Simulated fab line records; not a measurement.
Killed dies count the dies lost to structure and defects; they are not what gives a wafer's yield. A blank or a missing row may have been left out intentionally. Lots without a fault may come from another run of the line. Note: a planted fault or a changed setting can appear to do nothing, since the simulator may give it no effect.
Split-lot experiment -- flow n5 finfet -- 21 wafers read across 7 lots, on a route 1938 steps long

## THE SPLIT
At N5_BEOL_M10_TRENCH_ETCH_37 (etches SiCOH lowk in C4F6/O2, target depth 148.83 nm, time 48 s), the setting time s was moved away from the recipe's 48 s on 8 of the 21 wafers read, by -19.2% to +20.6%. This setting was run at the recipe's value on the other wafers.

## FROM THE SPLIT TO THE READING: what the file shows between them, 11 steps
- N5_BEOL_M10_ETCH_41: etches SiCN in CH3F/O2, target depth 42.6 nm, time 86 s
- N5_BEOL_M10_STRIP_77: strips in N2/H2, time 10 s
- N5_BEOL_M10_OCD_MEAS_38
- N5_BEOL_M10_HM_STRIP_39: strips TiN in peroxide tin strip, target depth 25 nm, time 158 s
- N5_BEOL_M10_SRD_40: time 30 s
- N5_BEOL_M10_ECD_50: material Cu, target thk 318 nm
- N5_BEOL_M10_ANNEAL_51: time 90 s
- N5_BEOL_M10_CMP_52: polishes, stops on SiCOH lowk, t overpolish 7 s, target thk 140 nm
- N5_BEOL_M10_THK_MEAS_53: measures by xrf
- N5_BEOL_M10_PRE_CLEAN_55: time 15 s
- N5_BEOL_M10_DEP_56: deposits SiCN from 3MS/NH3, target thk 15 nm, time 26.5 s

## THE READING
M10_RS, in ohm/sq, at N5_BEOL_M10_RS_MEAS_57 (measures by four-point-probe). Typical for fault-free wafers on this fab line: 0.1506 ohm/sq, with standard deviation 0.0023 ohm/sq.

wafer,"tool, chamber at the split","time s as run, s",against the recipe,"M10_RS, ohm/sq",against lot-mates on the recipe
L075.1,"rie diel-03, 2",57.89,+20.6%,0.1214,-0.0262
L075.2,"rie diel-03, 3",57.89,+20.6%,0.1202,-0.0274
L075.4,"rie diel-03, 3",48,recipe,0.1476,-
L084.4,"rie diel-03, 2",41.32,-13.9%,0.1824,+0.0304
L084.5,"rie diel-03, 2",48,recipe,0.1520,-
L084.6,"rie diel-03, 1",41.32,-13.9%,0.1774,+0.0254
L085.1,"rie diel-06, 3",39.62,-17.5%,0.1940,+0.0445
L085.3,"rie diel-06, 2",48,recipe,0.1495,-
L085.4,"rie diel-06, 1",39.62,-17.5%,0.1887,+0.0392
L090.1,"rie diel-04, 2",48,recipe,0.1516,-
L090.2,"rie diel-04, 3",48,recipe,0.1498,-
L090.3,"rie diel-04, 1",48,recipe,0.1503,-
L091.1,"rie diel-03, 2",48,recipe,0.1521,-
L091.2,"rie diel-03, 1",38.76,-19.2%,0.2016,+0.0485
L091.6,"rie diel-03, 1",48,recipe,0.1540,-
L089.1,"rie diel-03, 2",48,recipe,0.1490,-
L089.4,"rie diel-03, 0",48,recipe,0.1478,-
L089.5,"rie diel-03, 3",48,recipe,0.1482,-
L097.2,"rie diel-03, 1",55.36,+15.3%,0.1279,-0.0237
L097.3,"rie diel-03, 0",48,recipe,0.1502,-
L097.4,"rie diel-03, 2",48,recipe,0.1530,-

FIT RESULTS
A straight line over all 21 wafers: M10_RS changes by -0.00193 ohm/sq for each +1% of time s; r = -0.97; the points scatter about the line by 0.005 ohm/sq.
The same after taking each lot's own level away (the mean of its wafers on the recipe; 21 wafers): -0.00186 ohm/sq for each +1%; r = -0.97; scatter 0.005 ohm/sq.
According to that fit, moving time s by its largest amount changes the reading by 0.038 ohm/sq.
Measured against the standard deviation above, the lots' own levels, which go from 0.14760 to 0.15305 ohm/sq, span 2.4 times it.
The two slopes are in agreement: the lot-to-lot level therefore moves the slope only a little.
Check: with one of the wafers moved furthest among these (+20.6%) left out of the fit, the line predicts -0.0383 ohm/sq for it against its lot-mates. Against them it came out at -0.0262 ohm/sq.

## OTHER SPLITS ON THESE WAFERS
Before the reading, these wafers also passed through other splits. Each is held against what the fit with the lots' levels taken away leaves over:
other split on the same wafers,wafers away from the commonest value,r with M10_RS (lot level and that fit taken away)
N5_BEOL_M9_DESCUM_16 time s,5,+0.11
N5_BEOL_M9_ETCH_62 time s,9,+0.28

## THE WHOLE CHAIN: every reading that the file lists as answering this split, in the file's order
step,what it does,reading,change (the file's fit),r (the file's)
N5_BEOL_M10_TRENCH_ETCH_37,"etches SiCOH lowk in C4F6/O2, target depth 148.83 nm, time 48 s","etch.depth nm (the simulator's own value, which no gauge read)",+1.47 nm for each +1% of the setting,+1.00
N5_BEOL_M10_TRENCH_ETCH_37,"etches SiCOH lowk in C4F6/O2, target depth 148.83 nm, time 48 s","BEOL_M10.feature depth nm (the simulator's own value, which no gauge read)",+1.47 nm for each +1% of the setting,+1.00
N5_BEOL_M10_TRENCH_ETCH_37,"etches SiCOH lowk in C4F6/O2, target depth 148.83 nm, time 48 s","TiN_of_BEOL_M10_HM_DEP_02.thk nm (the simulator's own value, which no gauge read)",-0.0435 nm for each +1% of the setting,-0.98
N5_BEOL_M10_OCD_MEAS_38,,trench depth nm,+1.46 nm for each +1% of the setting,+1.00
N5_BEOL_M10_CMP_52,"polishes, stops on SiCOH lowk, t overpolish 7 s, target thk 140 nm","Cu_of_BEOL_M10_ECD_50.thk nm (the simulator's own value, which no gauge read)",+1.5 nm for each +1% of the setting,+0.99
N5_BEOL_M10_THK_MEAS_53,measures by xrf,M10_THK,+1.46 for each +1% of the setting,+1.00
N5_BEOL_M10_RS_MEAS_57,measures by four-point-probe,M10_RS,-0.00194 for each +1% of the setting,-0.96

## FILE'S OWN FIT
M10_RS changes by -0.00194 ohm/sq for each +1% of time s, r = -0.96.
